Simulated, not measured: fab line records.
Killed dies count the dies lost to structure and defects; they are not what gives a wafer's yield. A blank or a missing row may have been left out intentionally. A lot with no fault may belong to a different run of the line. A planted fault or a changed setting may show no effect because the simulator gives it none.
Which tool did it? | flow nand_harc | 13 lots, 35 wafers sampled, at 4 steps of a route of 1159

== WHAT THE GAUGES SHOWED, per wafer ==
NHARC_END_SORT_01.
lot  | measured     | on        | killed_at_array | killed_at_other | killed_at_periphery | killed_dies | killed_open | killed_short
L152 | day 20 18:53 | prober-01 | 29 30 18        | 0 0 0           | 3 647 3             | 32 677 21   | 4 2 1       | 1 3 0
L155 | day 21 03:32 | prober-02 | 33              | 0               | 644                 | 677         | 3           | 1
L157 | day 22 15:11 | prober-02 | 34              | 0               | 643                 | 677         | 4           | 1
L162 | day 24 07:23 | prober-01 | 39 36 35        | 1 0 0           | 4 1 2               | 44 37 37    | 8 2 2       | 1 3 4

== WHAT TOOL EACH LOT RAN ON (gives the tool, then ch and the chambers of the sampled wafers, and finally the start) ==
lot  | NHARC_P_M2_DEP_33               | NHARC_P_BONDPAD_ETCH_37            | NHARC_P_BONDPAD_ETCH_12
L148 | pecvd-02 ch 0,1,2, day 5 23:07  | rie_diel-01 ch 0,2, day 6 00:55    | rie_diel-01 ch 0,2,3, day 6 01:01
L149 | pecvd-02 ch 0,1,2, day 6 17:53  | rie_diel-03 ch 2,3, day 6 19:48    | rie_diel-03 ch 1,2,3, day 6 19:55
L151 | pecvd-02 ch 1,2, day 6 21:19    | rie_diel-03 ch 1,2, day 6 23:05    | rie_diel-03 ch 1,2, day 6 23:11
L150 | pecvd-04 ch 0,2, day 6 21:55    | rie_diel-03 ch 1,2, day 6 23:46    | rie_diel-03 ch 1,2, day 6 23:52
L153 | pecvd-04 ch 0,2, day 7 07:57    | rie_diel-03 ch 0,1,2, day 7 09:52  | rie_diel-03 ch 1,2,3, day 7 09:57
L152 | pecvd-03 ch 1,2, day 7 08:16    | rie_diel-03 ch 0,1,3, day 7 10:11  | rie_diel-03 ch 0,1,2, day 7 10:16
L155 | pecvd-02 ch 2, day 7 23:19      | rie_diel-03 ch 1, day 8 01:11      | rie_diel-03 ch 0, day 8 01:16
L157 | pecvd-02 ch 1, day 9 01:02      | rie_diel-03 ch 3, day 9 02:52      | rie_diel-03 ch 0, day 9 02:58
L159 | pecvd-02 ch 1,2, day 9 15:52    | rie_diel-01 ch 0,1,2, day 9 17:42  | rie_diel-01 ch 1,2,3, day 9 17:47
L161 | pecvd-03 ch 1,2, day 9 21:34    | rie_diel-01 ch 1,2,3, day 9 23:37  | rie_diel-01 ch 0,2, day 9 23:49
L160 | pecvd-02 ch 0,1,2, day 9 22:48  | rie_diel-01 ch 0,2,3, day 10 00:53 | rie_diel-01 ch 1,2, day 10 01:02
L162 | pecvd-04 ch 0,2, day 10 01:15   | rie_diel-01 ch 0,1,2, day 10 03:12 | rie_diel-01 ch 0,3, day 10 03:17
L169 | pecvd-02 ch 0,1,2, day 11 05:05 | rie_diel-01 ch 0,3, day 11 07:04   | rie_diel-01 ch 0,3, day 11 07:13
- NHARC_P_M2_DEP_33: deposits SiCN, target thk 30 nm.
- NHARC_P_BONDPAD_ETCH_37: etches the open film in N2/H2, target depth 60 nm, overetch 18 nm, time 65.91 s.
- NHARC_P_BONDPAD_ETCH_12: etches the open film in CHF3/O2, target depth 200 nm, time 100 s.

== WHAT THE TOOLS THEMSELVES READ (means of the sampled wafers that have a number; where no wafer has one, the mark that the record gives instead) ==
NHARC_P_M2_DEP_33.
lot  | tool     | heater_power_w (W)
L148 | pecvd-02 | 594
L149 | pecvd-02 | 606
L151 | pecvd-02 | 593
L150 | pecvd-04 | 587
L153 | pecvd-04 | 562
L152 | pecvd-03 | 579
L155 | pecvd-02 | 513
L157 | pecvd-02 | 640
L159 | pecvd-02 | 606
L161 | pecvd-03 | 575
L160 | pecvd-02 | 596
L162 | pecvd-04 | 566
L169 | pecvd-02 | 578

NHARC_P_BONDPAD_ETCH_37.
lot  | tool        | drypump_motor_current_A (A) | mfc_ar_sccm (sccm) | oes_product_au (a.u.) | rf_fwd_power_W (W) | rf_vpp_V (V) | showerhead_plenum_p_Torr (Torr) | throttle_valve_pct (%)
L148 | rie_diel-01 | 5.9                         | 0.012              | 1.010                 | 396.5              | 429.5        | 1.99                            | 14.167
L149 | rie_diel-03 | 5.2                         | 0.000              | 0.977                 | 395.1              | 430.1        | 2.02                            | 14.171
L151 | rie_diel-03 | 5.7                         | 0.027              | 1.017                 | 396.2              | 427.4        | 1.92                            | 14.162
L150 | rie_diel-03 | 5.8                         | 0.014              | 1.003                 | 397.1              | 427.4        | 1.94                            | 14.165
L153 | rie_diel-03 | 5.9                         | 0.023              | 1.015                 | 395.3              | 428.4        | 1.94                            | 14.175
L152 | rie_diel-03 | 5.6                         | 0.023              | 1.006                 | 395.0              | 429.0        | 1.98                            | 14.177
L155 | rie_diel-03 | 5.7                         | 0.041              | 1.025                 | 396.3              | 426.9        | 1.91                            | 14.179
L157 | rie_diel-03 | 4.9                         | 0.000              | 0.979                 | 393.5              | 430.8        | 2.05                            | 14.160
L159 | rie_diel-01 | 5.7                         | 0.013              | 0.997                 | 395.8              | 430.7        | 2.05                            | 14.175
L161 | rie_diel-01 | 5.9                         | 0.001              | 0.985                 | 395.7              | 431.3        | 2.05                            | 14.165
L160 | rie_diel-01 | 5.7                         | 0.012              | 0.989                 | 397.7              | 431.3        | 2.06                            | 14.168
L162 | rie_diel-01 | 5.7                         | 0.013              | 0.994                 | 395.6              | 429.8        | 2.05                            | 14.167
L169 | rie_diel-01 | 5.5                         | 0.012              | 0.988                 | 397.9              | 433.5        | 2.12                            | 14.172

NHARC_P_BONDPAD_ETCH_12.
lot  | tool        | drypump_motor_current_A (A) | mfc_ar_sccm (sccm) | oes_product_au (a.u.) | rf_fwd_power_W (W) | rf_vpp_V (V) | showerhead_plenum_p_Torr (Torr) | throttle_valve_pct (%)
L148 | rie_diel-01 | 5.7                         | 199.5              | 0.944                 | 498.3              | 371.1        | 2.43                            | 20.577
L149 | rie_diel-03 | 5.5                         | 199.7              | 0.920                 | 495.9              | 369.2        | 2.33                            | 20.573
L151 | rie_diel-03 | 5.8                         | 199.7              | 0.984                 | 496.8              | 367.7        | 2.29                            | 20.573
L150 | rie_diel-03 | 5.7                         | 199.7              | 0.987                 | 499.2              | 366.6        | 2.27                            | 20.577
L153 | rie_diel-03 | 5.5                         | 200.1              | 0.918                 | 495.9              | 368.9        | 2.33                            | 20.571
L152 | rie_diel-03 | 5.9                         | 200.2              | 0.859                 | 430.1              | 369.0        | 2.30                            | 20.571
L155 | rie_diel-03 | 6.1                         | 199.9              | 0.703                 | 294.2              | 369.2        | 2.33                            | 20.567
L157 | rie_diel-03 | 6.2                         | 201.2              | 0.705                 | 296.0              | 367.6        | 2.33                            | 20.566
L159 | rie_diel-01 | 5.9                         | 200.4              | 0.950                 | 496.1              | 370.7        | 2.41                            | 20.577
L161 | rie_diel-01 | 5.9                         | 200.3              | 0.938                 | 498.0              | 369.6        | 2.34                            | 20.570
L160 | rie_diel-01 | 6.0                         | 200.6              | 0.929                 | 495.6              | 369.8        | 2.40                            | 20.572
L162 | rie_diel-01 | 5.5                         | 199.5              | 0.950                 | 498.6              | 373.6        | 2.50                            | 20.573
L169 | rie_diel-01 | 5.5                         | 200.7              | 0.932                 | 497.7              | 371.9        | 2.49                            | 20.569

== THE ANSWER, worked out from the rows above alone ==
Rule: the lots themselves supply what counts as usual. Put in order of their means at a reading, lots are off if they are a third of the lots or fewer, leave a main group of 4 or more, and stand apart from it by a gap of 3 or more times the standard deviation of the main group's means; of several such gaps the widest counts. Not used: any main group whose means are identical at the precision the tables above print for the reading. Also off: a lot with no number at a reading for which 4 or more lots have one. Any other lot the step has rows for is counted as sound. Order of review: gauges by route order, followed by the tools' own readings, for which a lot's mean as printed above is used. At the first step where some lot is off, the reading lying furthest off is the one used; lots without a number count as furthest.
Off: L152, L155, L157, at NHARC_P_BONDPAD_ETCH_12 (rf_fwd_power_W). Main group: mean 497.2 W, sd 1.2.
If a tool, at that step or one of the process steps before it, ran each lot that is off and ran no sound lot following the first of them, it fits. One fits: rie_diel-03 at NHARC_P_BONDPAD_ETCH_37 and NHARC_P_BONDPAD_ETCH_12. At NHARC_P_BONDPAD_ETCH_37 its last sound lot is L153 (day 7 09:52), its first lot that is off L152 (day 7 10:11): a fault that began between those two fits.

== WHAT THE SIMULATOR HAD PUT IN ==
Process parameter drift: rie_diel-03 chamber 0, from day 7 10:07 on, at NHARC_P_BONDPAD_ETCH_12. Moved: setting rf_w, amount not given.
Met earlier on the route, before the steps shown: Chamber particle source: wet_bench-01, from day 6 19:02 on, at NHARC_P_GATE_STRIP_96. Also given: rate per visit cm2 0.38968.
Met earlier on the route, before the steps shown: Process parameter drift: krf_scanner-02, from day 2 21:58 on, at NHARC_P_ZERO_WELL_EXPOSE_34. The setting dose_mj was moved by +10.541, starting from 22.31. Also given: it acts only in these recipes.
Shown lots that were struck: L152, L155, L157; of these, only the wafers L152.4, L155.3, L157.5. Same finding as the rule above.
